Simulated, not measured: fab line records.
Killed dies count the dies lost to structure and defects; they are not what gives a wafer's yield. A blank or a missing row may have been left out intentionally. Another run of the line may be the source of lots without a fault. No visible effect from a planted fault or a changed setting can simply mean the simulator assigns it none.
A struck lot beside a sound one + flow nand_harc + 15 out of 1159 route steps
Sound: wafers L556.3, L556.4, L556.5. The struck wafers were L568.3, L568.5, L568.6. At the end, the cause is stated.
Each step with rows lists, per side, the tool, then ch with its chambers, then its first start. Under that, the readings that differ: sound wafers + struck wafers + difference of the means + sigmas: that difference in standard deviations of wafers without a fault.
alike: readings with means less than 2 such deviations apart, plus words and numbers identical on both sides. not compared: withheld readings, readings lacking a value on some wafer, bounds such as >300 that could conceal the same value, and numbers that have no deviation in the record and whose values overlap.
The two part at a step that has a row with sigmas, a row that says differs or no value, or rows on one side only. Numbers that have no deviation but don't overlap get no sigmas and don't part them. Lack of a reading on every wafer of one side parts them only where that side has two or more wafers.

first, 7 steps without rows for these wafers: NHARC_A_BONDPAD_COAT_33 (time 65 s); NHARC_A_BONDPAD_COAT_03 (resist thk 600 nm); NHARC_A_BONDPAD_SOFTBAKE_04 (time 70 s); NHARC_A_BONDPAD_EBR_05; NHARC_A_BONDPAD_EXPOSE_06 (exposes mask A BPAD); NHARC_A_BONDPAD_PEB_07 (peb time 80 s); NHARC_A_BONDPAD_DEVELOP_08 (time 50 s).
NHARC_A_BONDPAD_CD_MEAS_09 targets a cd of 500 nm.
  sound on cd_sem-02 ch 0, day 18 14:44; struck on cd_sem-02 ch 0, day 20 16:52
  alike: cd_nm
NHARC_A_BONDPAD_OVL_MEAS_35:
  sound on overlay-02 at day 18 14:49; struck on overlay-01 at day 20 16:57
  alike: overlay_x_nm, overlay_y_nm
then, 1 step without rows for these wafers: NHARC_A_BONDPAD_HARDBAKE_10 (time 65 s).
NHARC_A_BONDPAD_DESCUM_11: chemistry O2, time 3 s.
  sound on rie_diel-09 ch 0,1, day 18 14:56; struck on rie_diel-09 ch 0,1, day 20 17:05
  alike: drypump_motor_current_A, oes_product_au, rf_vpp_V, showerhead_plenum_p_Torr, throttle_valve_pct
  not compared: rf_hours_counter_h
NHARC_A_BONDPAD_ETCH_34: etches the open film in N2/H2, target depth 60 nm, overetch 18 nm, time 65.91 s.
  sound on rie_diel-09 ch 0,1,3, day 18 15:02; struck on rie_diel-09 ch 1,2, day 20 17:10
  alike: bias_w, chamber_pressure_mTorr, drypump_motor_current_A, oes_product_au, rf_vpp_V, showerhead_plenum_p_Torr, throttle_valve_pct
  not compared: rf_hours_counter_h
NHARC_A_BONDPAD_ETCH_12: etches the open film in CHF3/O2, target depth 220 nm, time 110 s.
  sound on rie_diel-09 ch 0,1,2, day 18 15:08; struck on rie_diel-09 ch 0,2,3, day 20 17:16
  no value came back on the struck wafers for any of 7 readings (bias_w (W), chamber_pressure_mTorr (mTorr) and others); on the sound wafers bias_w (W) reads 200.0 199.4 199.9
  not compared: rf_hours_counter_h
NHARC_A_BONDPAD_CD_MEAS_13:
  sound on cd_sem-01 at day 18 15:16; struck on cd_sem-03 at day 20 17:23
  alike: cd_nm
-- break in the record here, with 2 days between the starts of the struck wafers on either side (left off in module A_BONDPAD, picked up again in module END, where the first step shown is number 1159 on the route) --
NHARC_END_SORT_01:
  sound on prober-01 ch 0, day 21 09:16; struck on prober-01 ch 0, day 23 00:20
| reading                  | sound          | struck         | difference | sigmas      |
|--------------------------|----------------|----------------|------------|-------------|
| defect_limited_yield (%) | 94.2 94.5 95.3 | 0 0 0          | -95        | -73         |
| killed_at_array          | 29 30 29       | 673 670 669    | +641       | +76         |
| killed_dies              | 39 37 32       | 677 677 677    | +641       | +71         |
| sort_bin_2_pct (%)       | 1.2 1.9 1.0    | 97.2 96.6 96.5 | +95.4      | +99 or more |
| sort_n_pass              | 638 640 645    | 0 0 0          | -641       | -71         |
| sort_rim_yield_pct (%)   | 96.2 95.3 99.1 | 0 0 0          | -97        | -44         |
| sort_yield_pct (%)       | 94.2 94.5 95.3 | 0 0 0          | -95        | -73         |
  alike: killed_at_other, killed_at_periphery, killed_open, killed_short, sort_bin_3_pct, sort_bin_4_pct

## WHERE THEY PART
Earliest at NHARC_A_BONDPAD_ETCH_12; latest, in this record, at NHARC_END_SORT_01.

WHY: the cause the simulator had injected
Step skipped in full: rie_diel-09, at NHARC_A_BONDPAD_ETCH_12, from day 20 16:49 onward. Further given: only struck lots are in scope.
